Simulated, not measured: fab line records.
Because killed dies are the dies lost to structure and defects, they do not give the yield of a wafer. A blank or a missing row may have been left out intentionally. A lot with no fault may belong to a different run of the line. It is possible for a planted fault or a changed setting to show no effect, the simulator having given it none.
Matching of chambers ; flow n5-finfet ; N5_BEOL_M0_SAQP_ILD_DEP_01 on pecvd-03: 3 sister chambers
The step deposits SiOC from DEMS/O2, target thk 45.419 nm, time 8.7 s. 16 wafers are shown with their chamber, then 8 later ones without.

## WAFERS WITH THEIR CHAMBER
wafer;chamber;throttle-valve-pct (%);showerhead-plenum-p-Torr (Torr);heater-power-w (W)
L077.1;2;14.4;5.689;443
L077.4;1;13.0;5.684;428
L077.5;2;14.2;5.690;437
L078.2;2;14.4;5.708;401
L078.5;0;10.8;5.663;473
L078.6;1;13.6;5.675;488
L082.2;0;10.8;5.672;521
L082.3;1;13.2;5.667;410
L082.5;2;14.6;5.702;495
L085.3;0;10.7;5.654;544
L085.5;1;13.1;5.683;405
L085.6;0;11.0;5.660;532
L091.1;1;13.1;5.668;501
L091.5;1;13.1;5.694;500
L091.6;0;10.7;5.662;459
L092.3;0;10.8;5.672;523

SIGNATURES (means of the wafers above)
reading;chamber 0;chamber 1;chamber 2;scatter within a chamber
throttle-valve-pct;10.800;13.183;14.400;0.168
showerhead-plenum-p-Torr;5.66383;5.67850;5.69725;0.009
heater-power-w;508.67;455.33;444.00;40.1
Rule: a wafer's distance from a chamber is the root of the sum, over the readings, of the square of ((its reading less the chamber's mean) divided by the reading's scatter). The wafer belongs to the nearest chamber; if the next one is less than 2 further off, it can't be placed. The scatter: the root of (the sum of the squares of (reading less its chamber's mean) over the shown wafers, divided by (wafers less chambers)).

## WAFERS WITH NO CHAMBER GIVEN
wafer;throttle-valve-pct (%);showerhead-plenum-p-Torr (Torr);heater-power-w (W)
L092.4;12.9;5.695;432
L092.5;11.0;5.674;526
L094.1;10.6;5.668;528
L094.2;12.8;5.682;500
L094.4;10.8;5.673;529
L097.3;10.4;5.676;479
L097.5;11.0;5.668;533
L097.6;13.0;5.688;435

## WHICH CHAMBER EACH WENT THROUGH
wafer;from the rows above;in truth
L092.4;1;1
L092.5;0;0
L094.1;0;0
L094.2;1;1
L094.4;0;0
L097.3;0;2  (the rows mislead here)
L097.5;0;0
L097.6;1;1
Correct placement for 7 of the 8. Number that these rows cannot place: 0. Wrongly placed: 1.
